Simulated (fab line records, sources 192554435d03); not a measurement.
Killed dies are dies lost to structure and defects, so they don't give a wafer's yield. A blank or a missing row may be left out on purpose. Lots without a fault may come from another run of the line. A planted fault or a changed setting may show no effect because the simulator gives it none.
A struck lot beside a sound one | flow n5_finfet | 15 steps out of a route of 1938
Sound: wafers L398.2, L398.3, L398.4. Struck: wafers L401.1, L401.3, L401.4. The cause comes at the end.
At each step with rows: each side's tool, then ch and its chambers, then its first start. Under that, the readings that differ: sound wafers | struck wafers | difference of the means | sigmas: that difference in standard deviations of wafers without a fault.
alike: readings whose means differ by less than 2 such deviations, and words and numbers that are the same on both sides. not compared: withheld readings, readings that some wafer has no value for, bounds like >300 that may hide the same value, and numbers for which the record gives no deviation and whose values overlap.
The two part at a step that has a row with sigmas, a row that says differs or no value, or rows on one side only. Numbers that don't overlap but have no deviation are shown without sigmas and don't part them. A reading that every wafer of one side lacks parts them only if that side has two wafers or more.

first, 8 steps without rows for these wafers: N5_WELL_APT_HMDS_18 (time 60 s); N5_WELL_APT_COAT_19 (resist thk 950 nm); N5_WELL_APT_EBR_21; N5_WELL_APT_SOFTBAKE_20 (time 60 s); N5_WELL_APT_EXPOSE_22 (exposes mask PWELL, defocus 0 nm, target cd 200 nm); N5_WELL_APT_PEB_23 (peb time 90 s); N5_WELL_APT_DEVELOP_24 (develop time 45 s); N5_WELL_APT_HARDBAKE_29 (time 120 s).
N5_WELL_APT_CD_MEAS_25: target cd 200 nm.
  sound on cd_sem-03 ch 0, day 4 02:58; struck on cd_sem-03 ch 0, day 4 21:01
  alike: cd_nm
N5_WELL_APT_OVL_MEAS_26:
  sound on overlay-01 ch 0, day 4 03:00; struck on overlay-02 ch 0, day 4 21:03
  alike: PWELL_OVL
N5_WELL_APT_INSPECT_27: inspects for defects (macro).
  sound on defect_inspect-01, day 4 03:01; struck on defect_inspect-01, day 4 21:05
  alike: raw_defect_count
N5_WELL_APT_DESCUM_30: chemistry O2, time 7.9 s.
  sound on rie_diel-03 ch 1,3, day 4 03:04; struck on rie_diel-01 ch 0,1,3, day 4 21:07
  reading                     | sound       | struck      | difference | sigmas
  drypump_motor_current_A (A) | 5.6 6.8 6.8 | 5.2 5.1 5.5 | -1.1       | -3
  alike: o2_flow_sccm, oes_product_au, rf_fwd_power_W, rf_vpp_V, showerhead_plenum_p_Torr, throttle_valve_pct
  not compared: rf_hours_counter_h
N5_WELL_APT_IMPLANT_31:
  sound on implanter-02 ch 0, day 4 03:11; struck on implanter-01 ch 0, day 4 21:36
then, 1 step without rows for these wafers: N5_WELL_APT_IMPLANT_32.
-- the record jumps here: 10 days lie between the struck wafers' starts before and after (it left off in module WELL_APT and takes up again in module PASSIVATION, whose first step shown is number 1936 of the route) --
N5_PASSIVATION_PROBE_49:
  the record has rows for the struck wafers here (prober-01, day 15 01:23) and none for the sound ones

WHERE THEY PART
First at N5_WELL_APT_DESCUM_30; last, within this record, at N5_PASSIVATION_PROBE_49.

WHY: what the simulator had put in
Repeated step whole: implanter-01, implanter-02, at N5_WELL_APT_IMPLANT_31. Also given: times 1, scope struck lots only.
